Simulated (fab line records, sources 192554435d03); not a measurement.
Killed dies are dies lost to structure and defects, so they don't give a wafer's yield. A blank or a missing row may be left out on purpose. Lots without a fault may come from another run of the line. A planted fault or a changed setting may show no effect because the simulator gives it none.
fab line records | flow n5_finfet
record lots=7 wafers=21
route steps=1938 shown BEOL_M11@1552 BEOL_M13@1659
start_h: hours from the record's first day to the start of the lot's first wafer shown | wait_h: hours since the lot's step before | " the same as in the row above | L1.1+2: a row that stands for several wafers | - no value, or no start given | * or withheld: withheld | < > ~ a bound
route shown NAME@n: a module of which the file shows steps, and the number in the route of the first | usual: mean/standard deviation of fault-free wafers | same: alike in all rows | chamber/n: place in a boat | sites: the reading at each site | _std_site: their standard deviation | _edge_site: outer sites' mean less inner sites' | radius_mm: how far each site lies from the wafer's centre | mask NAME#n: copy n | behind: the tool/chamber that last shaped the wafer | hold: why the lot was held/for how many hours/how that ended | device: the transistor (n, p or np) that didn't switch | end of line: the same wafers' tests at the end of the route | a step without rows: its recipe alone | killed: dies lost to structure and defects at the first sort, not the wafer's yield | map: a wafer's dies, x killed, . not, _ none there
set.NAME: the setting as run; set.NAME@STEP: as run at that earlier step | model.NAME: the simulator's own value behind a step, which no gauge read
lots whose settings were changed on purpose; a table a step, a row a wafer
## steps
# step N5_BEOL_M11_DESCUM_16
# recipe chemistry=O2 time_s=7.9 source_power_w=50 bias_power_w=20 pressure_mtorr=20 rf_frequency_hz=2.712e+07 temp_c=40 resist=CAR-ArF o2_flow_sccm=225
# columns lot.wafer tool chamber start_h wait_h set.time_s model.CAR-ArF_of_BEOL_M11_COAT_05.thk_nm
L077.1 rie_diel-06 0 234.51 0.1 8.796 83
L077.2 " 2 " " 7.9 83.4
L077.4 " 3 " " 7.9 83.6
L079.2+4 rie_diel-02 1,0 242.66 0.0 7.9 83.8
L079.3 " 0 " " 7.9 83.6
L078.2+3 rie_diel-02 1,2 246.54 0.1 7.9 83.6
L078.6 " 1 " " 7.9 83.8
L087.1+2+6 rie_diel-02 2,3,3 302.66 0.0 7.9 83.8
L090.1 rie_diel-01 2 323.56 0.2 7.9 83.8
L090.5+6 " 1,0 " " 9.023 82.8
L092.1+6 rie_diel-06 1 331.31 0.0 7.9 83.4
L092.5 " 0 " " 7.9 83.2
L095.3 rie_diel-02 0 355.47 0.0 7.9 84
L095.4 " 2 " " 7.9 83.6
L095.5 " 3 " " 8.818 83
# step N5_BEOL_M11_ETCH_61
# recipe chemistry=CF4 target=SiARC target_depth_a=390 mask_material=CAR-ArF time_s=65 ion_energy_ev=80 pressure_mtorr=40 source_w=545 bias_w=36 Ar_flow_sccm=100 cf4_flow_sccm=100 ends=cleared
# columns lot.wafer tool chamber start_h wait_h set.time_s@BEOL_M11_DESCUM_16 model.CAR-ArF_of_BEOL_M11_COAT_05.thk_nm
L077.1 rie_diel-06 0 234.54 0.0 8.796 55
L077.2+4 " 2,3 " " 7.9 55.6
L079.2+4 rie_diel-02 1,0 242.70 0.0 7.9 56
L079.3 " 0 " " 7.9 55.8
L078.2+3 rie_diel-02 1,2 246.58 0.0 7.9 55.6
L078.6 " 1 " " 7.9 56
L087.1+2+6 rie_diel-02 2,3,3 302.70 0.0 7.9 55.8
L090.1 rie_diel-01 2 323.59 0.0 7.9 56
L090.5 " 1 " " 9.023 55
L090.6 " 0 " " 9.023 54.8
L092.1 rie_diel-06 1 331.35 0.0 7.9 55.6
L092.5 " 0 " " 7.9 55.2
L092.6 " 1 " " 7.9 55.4
L095.3 rie_diel-02 0 355.50 0.0 7.9 56
L095.4 " 2 " " 7.9 55.8
L095.5 " 3 " " 8.818 55.2
# step N5_BEOL_M11_ETCH_62
# recipe chemistry=N2/H2 target=SOC target_depth_a=1100 overetch_a=220 mask_material=SiARC temp_c=40 time_s=165 ion_energy_ev=200 pressure_mtorr=30 source_w=840 bias_w=150 n2_flow_sccm=200 h2_flow_sccm=200
# columns lot.wafer tool chamber start_h wait_h set.time_s model.SiARC_of_BEOL_M11_COAT_60.thk_nm
L077.1 rie_diel-06 0 234.59 0.0 192.5 21.8
L077.2 " 2 " " 165 23.2
L077.4 " 3 " " 192.5 22.4
L079.2 rie_diel-02 1 242.75 0.0 132.6 24.8
L079.3 " 0 " " 165 23.6
L079.4 " 0 " " 165 23.8
L078.2 rie_diel-02 1 246.63 0.0 150.6 24.4
L078.3 " 2 " " 150.6 24
L078.6 " 1 " " 165 23.8
L087.1 rie_diel-02 2 302.75 0.0 165 23.4
L087.2+6 " 3 " " 165 23.6
L090.1 rie_diel-01 2 323.64 0.0 146.5 23.8
L090.5 " 1 " " 146.5 24.2
L090.6 " 0 " " 165 23.2
L092.1 rie_diel-06 1 331.40 0.0 165 23.4
L092.5 " 0 " " 188.6 22
L092.6 " 1 " " 188.6 22.6
L095.3 rie_diel-02 0 355.55 0.0 165 23.8
L095.4 " 2 " " 165 23.2
L095.5 " 3 " " 196.2 22.4
# step N5_BEOL_M11_STRIP_68
# recipe chemistry=N2/H2 temp_c=40 n2_flow_sccm=200 h2_flow_sccm=200 rf_frequency_hz=6e+07
# step N5_BEOL_M11_STRIP_67
# recipe chemistry=CF4 resist=SiARC power_w=300 bias_power_w=75 pressure_mtorr=50 cf4_flow_sccm=150 rf_frequency_hz=6e+07
# step N5_BEOL_M11_HM_OPEN_17
# recipe chemistry=Cl2/BCl3 target_depth_a=200 overetch_a=60 target=TiN mask_material=SOC ion_energy_ev=150 pressure_mtorr=10 icp_w=1000 bias_w=126 Cl2_flow_sccm=53.25 bcl3_flow_sccm=21.75 Ar_flow_sccm=25
# columns lot.wafer tool chamber start_h wait_h set.time_s@BEOL_M11_ETCH_62 model.etch.depth_nm
L077.1 rie_metal-03 0 234.78 0.0 192.5 17.24
L077.2 " 1 " " 165 19.93
L077.4 " 0 " " 192.5 17.54
L079.2 rie_metal-02 1 242.94 0.0 132.6 20.11
L079.3 " 1 " " 165 19.71
L079.4 " 0 " " 165 19.98
L078.2 rie_metal-03 1 246.81 0.0 150.6 19.9
L078.3 " 0 " " 150.6 20.11
L078.6 " 1 " " 165 20.05
L087.1 rie_metal-01 0 302.94 0.0 165 19.83
L087.2 " 1 " " 165 19.85
L087.6 " 0 " " 165 19.67
L090.1 rie_metal-03 1 323.83 0.0 146.5 20.1
L090.5 " 0 " " 146.5 20.24
L090.6 " 1 " " 165 20.25
L092.1 rie_metal-01 1 331.59 0.0 165 20.41
L092.5 " 1 " " 188.6 17.93
L092.6 " 0 " " 188.6 17.95
L095.3 rie_metal-03 0 355.77 0.1 165 19.95
L095.4 " 1 " " 165 20.04
L095.5 " 1 " " 196.2 16.66
# step N5_BEOL_M11_ETCH_66
# recipe chemistry=N2/H2 target=SOC target_depth_a=1200 overetch_a=240 mask_material=SiARC temp_c=40 time_s=180 ion_energy_ev=200 pressure_mtorr=30 source_w=840 bias_w=150 n2_flow_sccm=200 h2_flow_sccm=200
# columns lot.wafer tool chamber start_h wait_h set.time_s model.SiARC_of_BEOL_M11_COAT_64.thk_nm
L077.1+4 rie_diel-02 0,1 235.58 0.0 180 23
L077.2 " 3 " " 197.8 22.2
L079.2 rie_diel-02 0 245.11 0.0 180 23
L079.3 " 1 " " 168.9 23.6
L079.4 " 2 " " 168.9 23
L078.2 rie_diel-01 1 247.99 0.0 205.4 21.6
L078.3 " 2 " " 205.4 21.4
L078.6 " 3 " " 180 22.6
L087.1 rie_diel-01 3 304.57 0.0 180 22.4
L087.2 " 1 " " 180 22.8
L087.6 " 1 " " 180 22.6
L090.1 rie_diel-01 3 325.56 0.0 180 22.8
L090.5 " 0 " " 154.3 23.6
L090.6 " 3 " " 154.3 23.8
L092.1 rie_diel-06 0 332.45 0.0 141 23.8
L092.5 " 0 " " 180 22.2
L092.6 " 1 " " 141 24
L095.3 rie_diel-02 3 357.64 0.0 180 22.8
L095.4 " 2 " " 180 22.4
L095.5 " 0 " " 180 23
# step N5_BEOL_M11_VIA_ETCH_34
# recipe chemistry=C4F6/O2 target=SiCOH_lowk target_depth_a=1845 mask_material=SOC taper_deg=4 time_s=69.2 ion_energy_ev=250 pressure_mtorr=30 source_w=345 bias_w=185 Ar_flow_sccm=300 C4F6_flow_sccm=10 O2_flow_sccm=10
# columns lot.wafer tool chamber start_h wait_h set.time_s model.etch.depth_nm model.SOC_of_BEOL_M11_COAT_63.thk_nm
L077.1 rie_diel-02 0 235.70 0.0 83.61 216.5 91
L077.2 " 3 " " 69.2 181.3 92.4
L077.4 " 1 " " 83.61 219.5 90.4
L079.2 rie_diel-02 0 245.23 0.0 69.2 180.9 92.2
L079.3 " 1 " " 77.39 201.8 91
L079.4 " 2 " " 69.2 185.2 92.6
L078.2 rie_diel-01 1 248.11 0.0 69.2 179.2 92.2
L078.3 " 2 " " 62.37 165.4 92.4
L078.6 " 3 " " 62.37 161.3 92.6
L087.1 rie_diel-01 3 304.69 0.0 69.2 184.4 92.4
L087.2 " 1 " " 69.2 176.5 93
L087.6 " 1 " " 69.2 177.2 92.4
L090.1 rie_diel-01 3 325.68 0.0 63.28 165.8 92.8
L090.5 " 0 " " 63.28 171 92.8
L090.6 " 3 " " 69.2 181.5 92.2
L092.1 rie_diel-06 0 332.58 0.0 69.2 189.2 91.8
L092.5 " 0 " " 69.2 190.4 91.6
L092.6 " 1 " " 69.2 187.6 91.8
L095.3 rie_diel-02 3 357.76 0.0 69.2 187.6 91.6
L095.4 " 2 " " 69.2 186.6 92
L095.5 " 0 " " 69.2 179.4 92
# step N5_BEOL_M13_ILD_DEP_00
# recipe material=SiOC target_thk_a=8379.2 temp_c=350 precursor=DEMS/O2 pressure_torr=5 rf_w=500 time_s=166.4
# columns lot.wafer tool chamber start_h wait_h set.time_s model.SiOC_of_BEOL_M13_ILD_DEP_00.thk_nm
L077.1 pecvd-04 0 244.32 0.0 191.3 948.8
L077.2 " 2 " " 166.4 821.4
L077.4 " 2 " " 166.4 823.6
L079.2 pecvd-02 0 253.20 0.0 177.3 903.4
L079.3 " 1 " " 166.4 824
L079.4 " 1 " " 177.3 887.2
L078.2 pecvd-02 1 257.87 0.0 166.4 827.2
L078.3 " 0 " " 147.9 745.4
L078.6 " 0 " " 147.9 767
L087.1 pecvd-03 2 313.45 0.0 166.4 840.2
L087.2 " 1 " " 166.4 849.2
L087.6 " 2 " " 166.4 857.6
L090.1 pecvd-03 2 336.40 0.0 166.4 843.4
L090.5 " 1 " " 155.2 809.8
L090.6 " 2 " " 155.2 786.2
L092.1 pecvd-03 1 345.49 0.0 166.4 846.2
L092.5 " 1 " " 166.4 862
L092.6 " 2 " " 166.4 842.2
L095.3 pecvd-02 0 366.74 0.0 166.4 829.6
L095.4 " 1 " " 177.6 894
L095.5 " 2 " " 166.4 844.2
# step N5_BEOL_M13_THK_MEAS_01
# recipe reads=SiOC_of_BEOL_M13_ILD_DEP_00
# usual M13_ILD_THK=838/13
# columns lot.wafer tool chamber start_h wait_h set.time_s@BEOL_M13_ILD_DEP_00 M13_ILD_THK[nm]
L077.1 film_metro-01 - 244.47 0.1 191.3 949
L077.2 " - " " 166.4 821
L077.4 " - " " 166.4 824
L079.2 film_metro-02 - 253.35 0.1 177.3 904
L079.3 " - " " 166.4 824
L079.4 " - " " 177.3 888
L078.2 film_metro-01 - 258.02 0.1 166.4 828
L078.3 " - " " 147.9 745
L078.6 " - " " 147.9 767
L087.1 film_metro-01 - 313.60 0.1 166.4 840
L087.2 " - " " 166.4 849
L087.6 " - " " 166.4 857
L090.1 film_metro-02 - 336.55 0.1 166.4 843
L090.5 " - " " 155.2 809
L090.6 " - " " 155.2 787
L092.1 film_metro-02 - 345.64 0.1 166.4 846
L092.5 " - " " 166.4 862
L092.6 " - " " 166.4 842
L095.3 film_metro-02 - 366.89 0.1 166.4 829
L095.4 " - " " 177.6 894
L095.5 " - " " 166.4 844
# step N5_BEOL_M13_COAT_58
# recipe resist=BARC temp_c=205 time_s=60 spin_rpm=1500 resist_thk_nm=89
# columns lot.wafer tool chamber start_h wait_h set.spin_rpm model.BARC_of_BEOL_M13_COAT_58.thk_nm
L077.1 litho_track-05 0 244.51 0.0 1394 92.4
L077.2 " 0 " " 1500 89.2
L077.4 " 0 " " 1500 89.4
L079.2+3 litho_track-05 0 253.38 0.0 1500 89.6
L079.4 " 0 " " 1553 87.8
L078.2 litho_track-01 0 258.05 0.0 1500 89.6
L078.3 " 0 " " 1554 88
L078.6 " 0 " " 1500 89.4
L087.1+6 litho_track-04 0 313.63 0.0 1500 89.2
L087.2 " 0 " " 1500 89
L090.1+5 litho_track-05 0 336.58 0.0 1364 93.6
L090.6 " 0 " " 1500 89.2
L092.1 litho_track-01 0 345.67 0.0 1428 91.4
L092.5+6 " 0 " " 1428 91.2
L095.3 litho_track-01 0 366.92 0.0 1500 88.6
L095.4+5 " 0 " " 1406 91.6
# step N5_BEOL_M13_COAT_04
# recipe spin_rpm=1625 resist_thk_nm=400
# step N5_BEOL_M13_EBR_06
# recipe solvent=PGMEA ebr_width_mm=1.5
# step N5_BEOL_M13_DESCUM_15
# recipe chemistry=O2 time_s=7.9 source_power_w=50 bias_power_w=20 pressure_mtorr=20 rf_frequency_hz=2.712e+07 temp_c=40 o2_flow_sccm=225
# step N5_BEOL_M13_ETCH_59
# recipe chemistry=N2/H2 target=BARC target_depth_a=890 overetch_a=267 time_s=67.9 ion_energy_ev=200 pressure_mtorr=30 source_w=840 bias_w=150 n2_flow_sccm=200 h2_flow_sccm=200
# columns lot.wafer tool chamber start_h wait_h set.spin_rpm@BEOL_M13_COAT_58 model.etch.depth_nm
L077.1 rie_diel-01 2 245.03 0.0 1394 92.32
L077.2 " 0 " " 1500 89.26
L077.4 " 1 " " 1500 89.43
L079.2 rie_diel-06 0 253.90 0.0 1500 89.56
L079.3 " 3 " " 1500 89.57
L079.4 " 2 " " 1553 87.83
L078.2 rie_diel-06 2 258.44 0.0 1500 89.57
L078.3 " 1 " " 1554 88.07
L078.6 " 3 " " 1500 89.5
L087.1 rie_diel-01 1 314.03 0.0 1500 89.1
L087.2 " 3 " " 1500 89.02
L087.6 " 3 " " 1500 89.11
L090.1 rie_diel-02 1 337.10 0.0 1364 93.56
L090.5 " 0 " " 1364 93.51
L090.6 " 2 " " 1500 89.25
L092.1 rie_diel-06 3 346.06 0.0 1428 91.41
L092.5 " 0 " " 1428 91.12
L092.6 " 2 " " 1428 91.14
L095.3 rie_diel-02 2 367.31 0.0 1500 88.64
L095.4 " 1 " " 1406 91.58
L095.5 " 2 " " 1406 91.7
# step N5_BEOL_M13_VIA_ETCH_16
# recipe chemistry=C4F8/O2/Ar target=SiOC pressure_mtorr=30 source_w=3000 bias_w=700 Ar_flow_sccm=400 C4F8_flow_sccm=15 O2_flow_sccm=8 he_inner_torr=15 he_outer_torr=30 target_depth_a=9217 time_s=withheld ion_energy_ev=250 ends=cleared
# columns lot.wafer tool chamber start_h wait_h set.time_s@BEOL_M13_ILD_DEP_00 model.etch.depth_nm model.coat_of_BEOL_M13_COAT_04.thk_nm
L077.1 rie_diel-01 2 245.08 0.0 * 948.7 39.2
L077.2 " 0 " " * 821.4 75.2
L077.4 " 1 " " * 823.5 78
L079.2 rie_diel-06 0 253.95 0.0 * 903.4 49.6
L079.3 " 3 " " * 824.1 74.4
L079.4 " 2 " " * 887.3 54.6
L078.2 rie_diel-06 2 258.49 0.0 * 827.3 69.8
L078.3 " 1 " " * 745.3 97.6
L078.6 " 3 " " * 766.9 90
L087.1 rie_diel-01 1 314.08 0.0 * 840.3 73.2
L087.2 " 3 " " * 849.1 67.2
L087.6 " 3 " " * 857.5 63.6
L090.1 rie_diel-02 1 337.15 0.0 * 843.5 67.4
L090.5 " 0 " " * 809.8 80.8
L090.6 " 2 " " * 786.1 85
L092.1 rie_diel-06 3 346.12 0.0 * 846.2 62.8
L092.5 " 0 " " * 862.1 58.8
L092.6 " 2 " " * 842.2 64.8
L095.3 rie_diel-02 2 367.37 0.0 * 829.6 73.8
L095.4 " 1 " " * 894.1 55.4
L095.5 " 2 " " * 844.2 70
# step N5_BEOL_M13_STRIP_63
# recipe chemistry=N2/H2 power_w=1000 temp_c=250 h2_frac=0.65 overash_fraction=0.3 pressure_mtorr=1000 n2_flow_sccm=1750 h2_flow_sccm=3250
# usual strip_time_to_endpoint_s=27.6/1.3
# columns lot.wafer tool chamber start_h wait_h set.time_s@BEOL_M13_ILD_DEP_00 strip_time_to_endpoint_s
L077.1 plasma_asher-02 0 245.31 - 191.3 18.2
L077.2 " 1 " " 166.4 29.2
L077.4 " 0 " " 166.4 30.0
L079.2 plasma_asher-02 0 254.19 - 177.3 21.5
L079.3 " 0 " " 166.4 28.9
L079.4 " 1 " " 177.3 23.0
L078.2 plasma_asher-01 1 258.73 - 166.4 27.6
L078.3 " 1 " " 147.9 35.5
L078.6 " 1 " " 147.9 33.4
L087.1 plasma_asher-01 1 314.31 - 166.4 28.6
L087.2 " 0 " " 166.4 26.8
L087.6 " 0 " " 166.4 25.8
L090.1 plasma_asher-02 0 337.39 - 166.4 26.9
L090.5 " 1 " " 155.2 30.8
L090.6 " 0 " " 155.2 32.0
L092.1 plasma_asher-02 0 346.35 - 166.4 25.5
L092.5 " 0 " " 166.4 24.3
L092.6 " 1 " " 166.4 26.2
L095.3 plasma_asher-02 1 367.62 - 166.4 28.8
L095.4 " 0 " " 177.6 23.3
L095.5 " 0 " " 166.4 27.7
# step N5_BEOL_M13_STRIP_64
# recipe chemistry=N2/H2 power_w=1000 temp_c=250 h2_frac=0.65 overash_fraction=0.3 pressure_mtorr=withheld n2_flow_sccm=1750 h2_flow_sccm=3250
# usual strip_time_to_endpoint_s=31.34/0.076
# columns lot.wafer tool chamber start_h wait_h set.spin_rpm@BEOL_M13_COAT_58 strip_time_to_endpoint_s
L077.1 plasma_asher-02 0 245.37 0.0 1394 32.25
L077.2 " 1 " " 1500 31.39
L077.4 " 0 " " 1500 31.43
L079.2 plasma_asher-02 0 254.25 0.0 1500 31.49
L079.3 " 0 " " 1500 31.46
L079.4 " 1 " " 1553 30.97
L078.2 plasma_asher-01 1 258.79 0.0 1500 31.47
L078.3 " 1 " " 1554 31.06
L078.6 " 1 " " 1500 31.46
L087.1 plasma_asher-01 1 314.37 0.0 1500 31.35
L087.2 " 0 " " 1500 31.31
L087.6 " 0 " " 1500 31.35
L090.1 plasma_asher-02 0 337.45 0.0 1364 32.62
L090.5 " 1 " " 1364 32.60
L090.6 " 0 " " 1500 31.37
L092.1 plasma_asher-02 0 346.41 0.0 1428 31.99
L092.5 " 0 " " 1428 31.92
L092.6 " 1 " " 1428 31.93
L095.3 plasma_asher-02 1 367.68 0.0 1500 31.19
L095.4 " 0 " " 1406 32.04
L095.5 " 0 " " 1406 32.06
# step N5_BEOL_M13_COAT_66
# recipe resist=SiARC temp_c=220 time_s=60 spin_rpm=1500 resist_thk_nm=110
# columns lot.wafer tool chamber start_h wait_h set.spin_rpm model.SiARC_of_BEOL_M13_COAT_66.thk_nm
L077.1+2 litho_track-01 0 - - 1500 109.8
L077.4 " 0 " " 1565 108
L079.2 litho_track-01 0 - - 1500 110.2
L079.3 " 0 " " 1570 108
L079.4 " 0 " " 1570 107.8
L078.2 litho_track-05 0 - - 1500 109.8
L078.3+6 " 0 " " 1500 110
L087.1+2 litho_track-04 0 - - 1500 110
L087.6 " 0 " " 1500 109.8
L090.1+5+6 litho_track-05 0 - - 1500 110.6
L092.1 litho_track-05 0 - - 1500 110.4
L092.5+6 " 0 " " 1336 116.2
L095.3+5 litho_track-04 0 - - 1500 110
L095.4 " 0 " " 1500 110.2
## key
split step=N5_BEOL_M11_DESCUM_16 setting=time_s stated=7.9 by=wafer
response step=N5_BEOL_M11_DESCUM_16 reading=model.CAR-ArF_of_BEOL_M11_COAT_05.thk_nm change=-0.0627 per=1% r=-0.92
response step=N5_BEOL_M11_ETCH_61 reading=model.CAR-ArF_of_BEOL_M11_COAT_05.thk_nm change=-0.0657 per=1% r=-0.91
split step=N5_BEOL_M11_ETCH_62 setting=time_s stated=165 by=wafer
response step=N5_BEOL_M11_ETCH_62 reading=model.SiARC_of_BEOL_M11_COAT_60.thk_nm change=-0.0623 per=1% r=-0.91
response step=N5_BEOL_M11_HM_OPEN_17 reading=model.etch.depth_nm shape=bent at_lowest=20.11 at_stated=19.97 at_highest=16.66
split step=N5_BEOL_M11_ETCH_66 setting=time_s stated=180 by=wafer
response step=N5_BEOL_M11_ETCH_66 reading=model.SiARC_of_BEOL_M11_COAT_64.thk_nm change=-0.0744 per=1% r=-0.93
split step=N5_BEOL_M11_VIA_ETCH_34 setting=time_s stated=69.2 by=wafer
response step=N5_BEOL_M11_VIA_ETCH_34 reading=model.etch.depth_nm change=+1.68 per=1% r=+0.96
response step=N5_BEOL_M11_VIA_ETCH_34 reading=model.SOC_of_BEOL_M11_COAT_63.thk_nm change=-0.0807 per=1% r=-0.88
split step=N5_BEOL_M13_ILD_DEP_00 setting=time_s stated=166.4 by=wafer
response step=N5_BEOL_M13_ILD_DEP_00 reading=model.SiOC_of_BEOL_M13_ILD_DEP_00.thk_nm change=+7.97 per=1% r=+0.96
response step=N5_BEOL_M13_THK_MEAS_01 reading=M13_ILD_THK change=+7.99 per=1% r=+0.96
response step=N5_BEOL_M13_VIA_ETCH_16 reading=model.etch.depth_nm change=+7.98 per=1% r=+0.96
response step=N5_BEOL_M13_VIA_ETCH_16 reading=model.coat_of_BEOL_M13_COAT_04.thk_nm change=-2.47 per=1% r=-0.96
response step=N5_BEOL_M13_STRIP_63 reading=strip_time_to_endpoint_s change=* per=1% r=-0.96
split step=N5_BEOL_M13_COAT_58 setting=spin_rpm stated=1500 by=wafer
response step=N5_BEOL_M13_COAT_58 reading=model.BARC_of_BEOL_M13_COAT_58.thk_nm change=-0.469 per=1% r=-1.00
response step=N5_BEOL_M13_ETCH_59 reading=model.etch.depth_nm change=-0.458 per=1% r=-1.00
response step=N5_BEOL_M13_STRIP_64 reading=strip_time_to_endpoint_s change=* per=1% r=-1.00
split step=N5_BEOL_M13_COAT_66 setting=spin_rpm stated=1500 by=wafer
response step=N5_BEOL_M13_COAT_66 reading=model.SiARC_of_BEOL_M13_COAT_66.thk_nm change=-0.512 per=1% r=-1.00
